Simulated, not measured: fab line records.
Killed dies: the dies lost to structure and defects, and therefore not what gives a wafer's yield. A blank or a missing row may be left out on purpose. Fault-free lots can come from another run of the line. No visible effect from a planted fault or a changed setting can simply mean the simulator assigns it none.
The tool behind it: which one? :: flow n5 finfet :: Sampling: 10 lots, 28 wafers, 5 of 1938 route steps

## WHAT EACH GAUGE READ, for each wafer
N5_BEOL_M4_THK_MEAS_01.
lot: L837
measured: day 8 04:16
on: film metro-02
M4_ILD_THK (nm): 77.1 79.0 77.4

lot: L838
measured: day 8 14:32
on: film metro-02
M4_ILD_THK (nm): 77.7 78.8 79.3

lot: L839
measured: day 8 14:48
on: film metro-01
M4_ILD_THK (nm): 77.8 79.3 78.6

lot: L840
measured: day 8 17:27
on: film metro-02
M4_ILD_THK (nm): 79.1 81.1

lot: L841
measured: day 9 13:51
on: film metro-02
M4_ILD_THK (nm): 79.0 79.3

lot: L852
measured: day 12 10:43
on: film metro-02
M4_ILD_THK (nm): 79.3 80.3 79.8

lot: L854
measured: day 13 05:19
on: film metro-01
M4_ILD_THK (nm): 78.2 79.4 79.5

lot: L855
measured: day 13 05:32
on: film metro-01
M4_ILD_THK (nm): 77.6 78.3 78.8

lot: L857
measured: day 13 09:49
on: film metro-01
M4_ILD_THK (nm): 77.8 78.1 78.5

lot: L858
measured: day 13 22:11
on: film metro-02
M4_ILD_THK (nm): 77.4 78.9 78.7

N5_BEOL_M4_CD_MEAS_35: target cd 18 nm, target cd y 22.4 nm.
lot: L837
measured: day 8 15:55
on: cd sem-02
cd nm (nm): 17.82 17.88 17.53

lot: L838
measured: day 9 13:15
on: cd sem-03
cd nm (nm): 17.48 17.96 17.19

lot: L839
measured: day 9 16:36
on: cd sem-03
cd nm (nm): 17.87 17.64 18.26

lot: L840
measured: day 9 11:59
on: cd sem-03
cd nm (nm): 18.10 18.44

lot: L841
measured: day 10 10:20
on: cd sem-03
cd nm (nm): 17.41 17.82

lot: L852
measured: day 13 09:10
on: cd sem-03
cd nm (nm): 17.93 17.91 17.86

lot: L854
measured: day 13 13:38
on: cd sem-02
cd nm (nm): 17.66 17.57 18.10

lot: L855
measured: day 13 13:40
on: cd sem-01
cd nm (nm): 18.02 17.90 17.84

lot: L857
measured: day 14 13:59
on: cd sem-01
cd nm (nm): 17.85 18.37 17.96

lot: L858
measured: day 14 17:45
on: cd sem-03
cd nm (nm): 18.17 18.06 18.20

N5_BEOL_M4_RC_MEAS_101.
lot: L837
measured: day 8 20:23
on: prober-02
DIBL_N (mV/V): 33.8 33.5 33.9
DIBL_P (mV/V): 34.7 34.5 35.1
IOFF_N (nA/um): 0.143 0.133 0.139
IOFF_P (nA/um): 0.199 0.186 0.199
ION_N (uA/um): 667 672 663
ION_P (uA/um): 461 464 464
SS_N (mV/dec): 71.0 71.5 70.9
SS_P (mV/dec): 72.4 72.5 72.8
VT_N (mV): 250.9 250.1 250.9
VT_P (mV): -250.0 -250.8 -250.2

lot: L838
measured: day 9 18:23
on: prober-02
DIBL_N (mV/V): 36.5 35.0 36.1
DIBL_P (mV/V): 37.3 36.3 37.1
IOFF_N (nA/um): 0.167 0.150 0.163
IOFF_P (nA/um): 0.198 0.182 0.197
ION_N (uA/um): 677 679 680
ION_P (uA/um): 461 452 462
SS_N (mV/dec): 70.8 71.0 71.5
SS_P (mV/dec): 74.3 73.0 73.2
VT_N (mV): 249.8 252.0 248.3
VT_P (mV): -253.7 -254.3 -251.2

lot: L839
measured: day 9 21:12
on: prober-01
DIBL_N (mV/V): 36.6 35.3 37.3
DIBL_P (mV/V): 36.6 34.7 38.1
IOFF_N (nA/um): 0.135 0.122 0.162
IOFF_P (nA/um): 0.175 0.159 0.214
ION_N (uA/um): 670 676 685
ION_P (uA/um): 456 453 469
SS_N (mV/dec): 71.2 70.6 71.8
SS_P (mV/dec): 72.8 72.6 73.6
VT_N (mV): 253.0 253.1 251.9
VT_P (mV): -253.4 -254.0 -250.3

lot: L840
measured: day 9 16:55
on: prober-01
DIBL_N (mV/V): 37.3 36.7
DIBL_P (mV/V): 37.5 37.1
IOFF_N (nA/um): 0.167 0.156
IOFF_P (nA/um): 0.220 0.220
ION_N (uA/um): 662 678
ION_P (uA/um): 460 470
SS_N (mV/dec): 71.9 71.8
SS_P (mV/dec): 74.8 73.6
VT_N (mV): 248.3 248.0
VT_P (mV): -250.0 -251.2

lot: L841
measured: day 10 14:52
on: prober-02
DIBL_N (mV/V): 36.6 37.2
DIBL_P (mV/V): 35.2 36.9
IOFF_N (nA/um): 0.144 0.167
IOFF_P (nA/um): 0.217 0.244
ION_N (uA/um): 665 671
ION_P (uA/um): 462 464
SS_N (mV/dec): 71.6 72.1
SS_P (mV/dec): 73.5 74.2
VT_N (mV): 252.7 248.3
VT_P (mV): -248.6 -249.5

lot: L852
measured: day 13 14:47
on: prober-01
DIBL_N (mV/V): 36.5 36.6 36.1
DIBL_P (mV/V): 36.9 37.0 36.0
IOFF_N (nA/um): 0.146 0.141 0.139
IOFF_P (nA/um): 0.178 0.178 0.168
ION_N (uA/um): 671 660 674
ION_P (uA/um): 459 451 457
SS_N (mV/dec): 70.9 70.4 71.4
SS_P (mV/dec): 73.0 72.9 73.4
VT_N (mV): 250.3 250.9 249.9
VT_P (mV): -251.8 -254.6 -253.8

lot: L854
measured: day 13 17:34
on: prober-01
DIBL_N (mV/V): 36.5 35.8 36.4
DIBL_P (mV/V): 36.4 35.8 36.3
IOFF_N (nA/um): 0.174 0.162 0.172
IOFF_P (nA/um): 0.228 0.218 0.228
ION_N (uA/um): 688 681 677
ION_P (uA/um): 471 469 468
SS_N (mV/dec): 71.9 72.0 71.1
SS_P (mV/dec): 72.9 72.9 72.5
VT_N (mV): 246.3 248.6 245.5
VT_P (mV): -248.1 -249.2 -247.2

lot: L855
measured: day 13 17:28
on: prober-02
DIBL_N (mV/V): 36.1 36.2 35.4
DIBL_P (mV/V): 36.0 36.6 35.8
IOFF_N (nA/um): 0.162 0.164 0.149
IOFF_P (nA/um): 0.183 0.187 0.176
ION_N (uA/um): 675 668 669
ION_P (uA/um): 454 455 452
SS_N (mV/dec): 71.9 72.0 71.4
SS_P (mV/dec): 73.0 73.8 73.1
VT_N (mV): 250.0 248.5 250.2
VT_P (mV): -253.1 -255.2 -256.0

lot: L857
measured: day 14 19:56
on: prober-01
DIBL_N (mV/V): 41.0 37.6 38.4
DIBL_P (mV/V): 40.4 35.8 36.5
IOFF_N (nA/um): 0.248 0.157 0.177
IOFF_P (nA/um): 0.306 0.216 0.238
ION_N (uA/um): 686 667 669
ION_P (uA/um): 469 459 455
SS_N (mV/dec): 72.2 72.2 71.4
SS_P (mV/dec): 74.8 73.7 74.4
VT_N (mV): 245.1 251.9 249.1
VT_P (mV): -245.4 -252.3 -249.1

lot: L858
measured: day 14 22:47
on: prober-02
DIBL_N (mV/V): 35.3 35.2 35.9
DIBL_P (mV/V): 34.3 34.4 35.3
IOFF_N (nA/um): 0.134 0.130 0.146
IOFF_P (nA/um): 0.219 0.216 0.240
ION_N (uA/um): 657 667 678
ION_P (uA/um): 466 471 477
SS_N (mV/dec): 71.6 71.4 71.1
SS_P (mV/dec): 73.2 72.1 73.7
VT_N (mV): 252.8 249.9 251.0
VT_P (mV): -247.0 -247.9 -244.7

## TOOL THAT RAN EACH LOT (tool first, then ch and the chambers of the sampled wafers, then the start)
lot: L837
N5_BEOL_M4_HM_OPEN_17: rie metal-03 ch 0,1, day 8 06:48
N5_BEOL_M4_ALD_98: ald sin-01 ch 2,3, day 8 08:20

lot: L838
N5_BEOL_M4_HM_OPEN_17: rie metal-02 ch 0, day 8 16:19
N5_BEOL_M4_ALD_98: ald sin-02 ch 0,1,3, day 8 17:27

lot: L839
N5_BEOL_M4_HM_OPEN_17: rie metal-01 ch 0,1, day 8 16:34
N5_BEOL_M4_ALD_98: ald sin-01 ch 0,2,3, day 8 17:30

lot: L840
N5_BEOL_M4_HM_OPEN_17: rie metal-01 ch 0, day 8 20:19
N5_BEOL_M4_ALD_98: ald sin-01 ch 1,2, day 8 21:25

lot: L841
N5_BEOL_M4_HM_OPEN_17: rie metal-01 ch 0,1, day 9 17:34
N5_BEOL_M4_ALD_98: ald sin-01 ch 1,3, day 9 18:39

lot: L852
N5_BEOL_M4_HM_OPEN_17: rie metal-02 ch 0,1, day 12 11:50
N5_BEOL_M4_ALD_98: ald sin-02 ch 0,2,3, day 12 12:48

lot: L854
N5_BEOL_M4_HM_OPEN_17: rie metal-01 ch 0,1, day 13 06:28
N5_BEOL_M4_ALD_98: ald sin-01 ch 0,1,2, day 13 07:17

lot: L855
N5_BEOL_M4_HM_OPEN_17: rie metal-02 ch 0,1, day 13 06:46
N5_BEOL_M4_ALD_98: ald sin-04 ch 0,2,3, day 13 07:44

lot: L857
N5_BEOL_M4_HM_OPEN_17: rie metal-01 ch 0,1, day 13 14:02
N5_BEOL_M4_ALD_98: ald sin-02 ch 0,2,3, day 13 14:57

lot: L858
N5_BEOL_M4_HM_OPEN_17: rie metal-03 ch 0, day 14 01:19
N5_BEOL_M4_ALD_98: ald sin-01 ch 2,3, day 14 02:06
- N5_BEOL_M4_HM_OPEN_17: chemistry Cl2/BCl3, target TiN, target depth 20 nm, overetch 6 nm.
- N5_BEOL_M4_ALD_98: deposits SiO2, target thk 2.5 nm, pulse time 1 s, co reactant pulse time 1 s.

## WHAT THE TOOLS THEMSELVES READ (means of the sampled wafers that have a number; where no wafer has one, the mark that the record gives instead)
N5_BEOL_M4_HM_OPEN_17.
lot: L837
tool: rie metal-03
drypump motor current A (A): 6.0
oes product au (a.u.): 0.73
throttle valve pct (%): 22.09

lot: L838
tool: rie metal-02
drypump motor current A (A): 5.3
oes product au (a.u.): 0.60
throttle valve pct (%): 22.06

lot: L839
tool: rie metal-01
drypump motor current A (A): 5.6
oes product au (a.u.): 0.56
throttle valve pct (%): 22.50

lot: L840
tool: rie metal-01
drypump motor current A (A): 6.0
oes product au (a.u.): 0.59
throttle valve pct (%): 22.15

lot: L841
tool: rie metal-01
drypump motor current A (A): 5.7
oes product au (a.u.): 0.58
throttle valve pct (%): 22.40

lot: L852
tool: rie metal-02
drypump motor current A (A): 5.2
oes product au (a.u.): 0.62
throttle valve pct (%): 22.42

lot: L854
tool: rie metal-01
drypump motor current A (A): 5.8
oes product au (a.u.): 0.57
throttle valve pct (%): 22.33

lot: L855
tool: rie metal-02
drypump motor current A (A): 5.2
oes product au (a.u.): 0.61
throttle valve pct (%): 22.42

lot: L857
tool: rie metal-01
drypump motor current A (A): 5.8
oes product au (a.u.): 0.56
throttle valve pct (%): 22.35

lot: L858
tool: rie metal-03
drypump motor current A (A): 6.3
oes product au (a.u.): 0.66
throttle valve pct (%): 22.16

N5_BEOL_M4_ALD_98.
lot: L837
tool: ald sin-01
heater power w (W): 73
precursor pulse height rel: 0.996

lot: L838
tool: ald sin-02
heater power w (W): 79
precursor pulse height rel: 0.997

lot: L839
tool: ald sin-01
heater power w (W): 72
precursor pulse height rel: 0.991

lot: L840
tool: ald sin-01
heater power w (W): 78
precursor pulse height rel: 0.993

lot: L841
tool: ald sin-01
heater power w (W): 78
precursor pulse height rel: 1.012

lot: L852
tool: ald sin-02
heater power w (W): 83
precursor pulse height rel: 1.008

lot: L854
tool: ald sin-01
heater power w (W): 77
precursor pulse height rel: 1.015

lot: L855
tool: ald sin-04
heater power w (W): 83
precursor pulse height rel: 0.987

lot: L857
tool: ald sin-02
heater power w (W): 84
precursor pulse height rel: 1.005

lot: L858
tool: ald sin-01
heater power w (W): 72
precursor pulse height rel: 0.987

## THE ANSWER, worked out from the rows above alone
Rule: what is usual is taken from the lots themselves. Put in order of their means at a reading, lots are off if they are a third of the lots or fewer, leave a main group of 4 or more, and stand apart from it by a gap of 3 or more times the standard deviation of the main group's means; of several such gaps the widest counts. A main group is skipped when, at the precision printed for the reading in the tables above, its means are all equal. A lot without any number at a reading at which 4 lots or more have one is off too. Where the step has rows for the other lots, those lots are counted as sound. The gauges are gone through in route order, then the tools' own readings, and for those a lot's mean is taken as printed above. At the first step where some lot is off, the reading lying furthest off is the one used; lots without a number count as furthest.
No lot is off on any of the readings shown, so nothing can be concluded from this.

## WHAT WAS PUT IN BY THE SIMULATOR
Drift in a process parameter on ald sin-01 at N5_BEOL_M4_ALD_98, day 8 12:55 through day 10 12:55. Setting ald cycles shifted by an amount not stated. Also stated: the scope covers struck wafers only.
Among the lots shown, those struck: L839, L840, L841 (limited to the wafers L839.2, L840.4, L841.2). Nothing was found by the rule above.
